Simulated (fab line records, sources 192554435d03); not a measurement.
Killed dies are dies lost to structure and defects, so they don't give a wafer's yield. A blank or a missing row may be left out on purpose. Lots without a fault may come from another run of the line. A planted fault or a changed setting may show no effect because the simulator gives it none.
Split-lot experiment | flow n5_finfet | 7 lots, 21 wafers read, on a route of 1938 steps

THE SPLIT
At N5_BEOL_M12_COAT_04 (resist thk 400 nm), the setting spin_rpm was moved away from the recipe's 1625 rpm on 8 of the 21 wafers read, by -4.6% to +7.3%. The other wafers ran this setting at the recipe's value.

FROM THE SPLIT TO THE READING: what the file shows between them, 4 steps
- N5_BEOL_M12_EBR_06
- N5_BEOL_M12_SOFTBAKE_05: time 60 s
- N5_BEOL_M12_DESCUM_15: chemistry O2, time 7.9 s
- N5_BEOL_M12_ETCH_59: etches BARC in N2/H2, target depth 89 nm, overetch 26.7 nm, time 67.9 s

THE READING
coat_of_BEOL_M12_COAT_04.thk_nm (the simulator's own value, which no gauge read), in nm, at N5_BEOL_M12_VIA_ETCH_16 (etches SiOC in C4F8/O2/Ar, target depth 724.8 nm). The file gives no usual value for it. The 13 wafers here that ran the recipe average 124.2 nm, standard deviation 3.2 nm.

wafer  | tool, chamber at the split | spin_rpm as run, rpm | against the recipe | coat_of_BEOL_M12_COAT_04.thk_nm, nm | against lot-mates on the recipe
L075.1 | litho_track-01, 0          | 1625                 | recipe             | 121.2                               | -
L075.2 | litho_track-01, 0          | 1625                 | recipe             | 118.4                               | -
L075.4 | litho_track-01, 0          | 1672                 | +2.9%              | 112.6                               | -7.2
L080.3 | litho_track-04, 0          | 1625                 | recipe             | 123.8                               | -
L080.5 | litho_track-04, 0          | 1689                 | +3.9%              | 114.2                               | -9.6
L080.6 | litho_track-04, 0          | 1689                 | +3.9%              | 116.6                               | -7.2
L082.1 | litho_track-01, 0          | 1625                 | recipe             | 122                                 | -
L082.3 | litho_track-01, 0          | 1625                 | recipe             | 124.8                               | -
L082.4 | litho_track-01, 0          | 1625                 | recipe             | 124.8                               | -
L084.2 | litho_track-01, 0          | 1625                 | recipe             | 123.4                               | -
L084.3 | litho_track-01, 0          | 1743                 | +7.3%              | 107.2                               | -16.2
L084.4 | litho_track-01, 0          | 1743                 | +7.3%              | 106.8                               | -16.6
L091.1 | litho_track-04, 0          | 1625                 | recipe             | 126.2                               | -
L091.3 | litho_track-04, 0          | 1625                 | recipe             | 130.6                               | -
L091.6 | litho_track-04, 0          | 1625                 | recipe             | 128.6                               | -
L092.1 | litho_track-04, 0          | 1550                 | -4.6%              | 136.2                               | no lot-mate on the recipe
L092.5 | litho_track-04, 0          | 1550                 | -4.6%              | 131.8                               | no lot-mate on the recipe
L092.6 | litho_track-04, 0          | 1550                 | -4.6%              | 131.4                               | no lot-mate on the recipe
L095.3 | litho_track-01, 0          | 1625                 | recipe             | 126.8                               | -
L095.4 | litho_track-01, 0          | 1625                 | recipe             | 123.4                               | -
L095.6 | litho_track-01, 0          | 1625                 | recipe             | 120.2                               | -

THE FIT
A straight line over all 21 wafers: coat_of_BEOL_M12_COAT_04.thk_nm changes by -2.25 nm for each +1% of spin_rpm; r = -0.92; the points scatter about the line by 3.1 nm.
The same after taking each lot's own level away (the mean of its wafers on the recipe; 18 wafers): -2.24 nm for each +1%; r = -0.96; scatter 1.7 nm.
On that fit, the largest move of spin_rpm shifts the reading by 16 nm.
The lots' own levels span 119.80 to 128.47 nm, that is 2.7 times the standard deviation above.
So the lot-to-lot level changes the slope little: the two slopes agree.
Check: with one of the wafers moved furthest among these (+7.3%) left out of the fit, the line predicts -16.4 nm for it against its lot-mates. It came out at -16.2 nm against them.

OTHER SPLITS ON THESE WAFERS
These wafers also went through other splits before the reading. Each is held against what the fit with the lots' levels taken away leaves over:
other split on the same wafers        | wafers away from the commonest value | r with coat_of_BEOL_M12_COAT_04.thk_nm (lot level and that fit taken away)
N5_BEOL_M10_ILD_DEP_00 time_s         | 7                                    | -0.14
N5_BEOL_M10_EXPOSE_08 dose_mj         | 11                                   | +0.14
N5_BEOL_M10_DEVELOP_10 develop_time_s | 6                                    | +0.21

THE WHOLE CHAIN: every reading that the file lists as answering this split, in the file's order
step                    | what it does                                     | reading                                                                          | change (the file's fit)              | r (the file's)
N5_BEOL_M12_COAT_04     | resist thk 400 nm                                | coat_of_BEOL_M12_COAT_04.thk_nm (the simulator's own value, which no gauge read) | -2.05 nm for each +1% of the setting | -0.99
N5_BEOL_M12_DESCUM_15   | chemistry O2, time 7.9 s                         | coat_of_BEOL_M12_COAT_04.thk_nm (the simulator's own value, which no gauge read) | -2.06 nm for each +1% of the setting | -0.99
N5_BEOL_M12_VIA_ETCH_16 | etches SiOC in C4F8/O2/Ar, target depth 724.8 nm | coat_of_BEOL_M12_COAT_04.thk_nm (the simulator's own value, which no gauge read) | -2.26 nm for each +1% of the setting | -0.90
N5_BEOL_M12_STRIP_63    | strips in N2/H2                                  | strip_time_to_endpoint_s                                                         | withheld for each +1% of the setting | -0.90

THE FILE'S OWN FIT
coat_of_BEOL_M12_COAT_04.thk_nm changes by -2.26 nm for each +1% of spin_rpm, r = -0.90.
